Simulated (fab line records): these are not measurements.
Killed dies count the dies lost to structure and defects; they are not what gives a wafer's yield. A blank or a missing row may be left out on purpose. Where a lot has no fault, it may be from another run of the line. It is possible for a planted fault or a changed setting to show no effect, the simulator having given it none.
Struck lot and sound lot, side by side / flow nand_harc / 14 out of 1159 route steps
Sound: wafers L676.2, L676.5, L676.6. Struck: wafers L675.1, L675.2. Last of all comes the cause.
For every step that has rows: the tool of each side, followed by ch and its chambers, followed by its first start. Under that, the readings that differ: sound wafers / struck wafers / difference of the means / sigmas: that difference in standard deviations of wafers without a fault.
alike: readings with means less than 2 such deviations apart, plus words and numbers identical on both sides. not compared: withheld readings, readings lacking a value on some wafer, bounds such as >300 that could conceal the same value, and numbers that have no deviation in the record and whose values overlap.
A row with sigmas, a row that says differs or no value, or rows on one side alone: a step with any of these is where the two part. Numbers that don't overlap but have no deviation are shown without sigmas and don't part them. Lack of a reading on every wafer of one side parts them only where that side has two or more wafers.

first, 5 steps without rows for these wafers: NHARC_A_STAIRCASE_EBR_180; NHARC_A_STAIRCASE_EXPOSE_181 (exposes mask STAIR 2); NHARC_A_STAIRCASE_PEB_182 (peb time 130 s); NHARC_A_STAIRCASE_DEVELOP_183 (time 140 s); NHARC_A_STAIRCASE_HARDBAKE_185 (time 140 s).
NHARC_A_STAIRCASE_DESCUM_186: chemistry O2, time 3 s.
  sound on rie_diel-09 ch 1,2,3, day 15 07:09; struck on rie_diel-13 ch 0,3, day 14 20:14
  alike: drypump_motor_current_A, oes_product_au, rf_vpp_V, showerhead_plenum_p_Torr, throttle_valve_pct
  not compared: rf_hours_counter_h
then, 1 step without rows for these wafers: NHARC_A_STAIRCASE_TRIM_187 (chemistry O2, time 211.2 s).
NHARC_A_STAIRCASE_ETCH_188: etches the open film in C4F8/O2, target depth 100 nm, time 40.5 s.
  sound: rie_diel-09 ch 0,1,3; struck: rie_diel-13 ch 0,3
  alike: oes_product_au, rf_vpp_V, run_length_s
  not compared: rf_hours_counter_h
NHARC_A_STAIRCASE_TRIM_189: chemistry O2, time 211.2 s.
  sound: rie_diel-09 ch 1,2,3; struck: rie_diel-13 ch 0,1
  alike: drypump_motor_current_A, oes_product_au, rf_vpp_V, showerhead_plenum_p_Torr, throttle_valve_pct
  not compared: rf_hours_counter_h
then, 1 step without rows for these wafers: NHARC_A_STAIRCASE_ETCH_190 (etches the open film in C4F8/O2, target depth 100 nm, time 40.5 s).
NHARC_A_STAIRCASE_TRIM_191: chemistry O2, time 211.2 s.
  sound: rie_diel-09 ch 2,3; struck: rie_diel-13 ch 2,3
  alike: drypump_motor_current_A, oes_product_au, rf_vpp_V, showerhead_plenum_p_Torr, throttle_valve_pct
  not compared: rf_hours_counter_h
NHARC_A_STAIRCASE_ETCH_192: etches the open film in C4F8/O2, target depth 100 nm, time 40.5 s.
  sound on rie_diel-09 ch 1,2,3, day 15 07:54; struck on rie_diel-13 ch 0,2, day 14 20:57
reading=run_length_s (s); sound=62.6 62.2 61.1; struck=43.9 43.3; difference=-18.4; sigmas=-45
  alike: oes_product_au, rf_vpp_V
  not compared: rf_hours_counter_h
NHARC_A_STAIRCASE_TRIM_193: chemistry O2, time 211.2 s.
  sound: rie_diel-09 ch 0,1,3; struck: rie_diel-13 ch 0,2
  alike: drypump_motor_current_A, oes_product_au, rf_vpp_V, showerhead_plenum_p_Torr, throttle_valve_pct
  not compared: rf_hours_counter_h
-- break in the record here, with 9 days between the starts of the struck wafers on either side (left off in module A_STAIRCASE, picked up again in module END, where the first step shown is number 1159 on the route) --
NHARC_END_SORT_01:
  here the record holds rows for the struck wafers (prober-02 ch 0, day 23 20:01) but none for the sound ones

== WHERE THEY PART ==
Last at NHARC_END_SORT_01 as far as this record goes, first at NHARC_A_STAIRCASE_ETCH_192.

WHY: what the simulator had put in
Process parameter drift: rie_diel-13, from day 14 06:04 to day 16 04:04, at NHARC_A_STAIRCASE_ETCH_192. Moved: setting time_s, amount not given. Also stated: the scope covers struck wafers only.
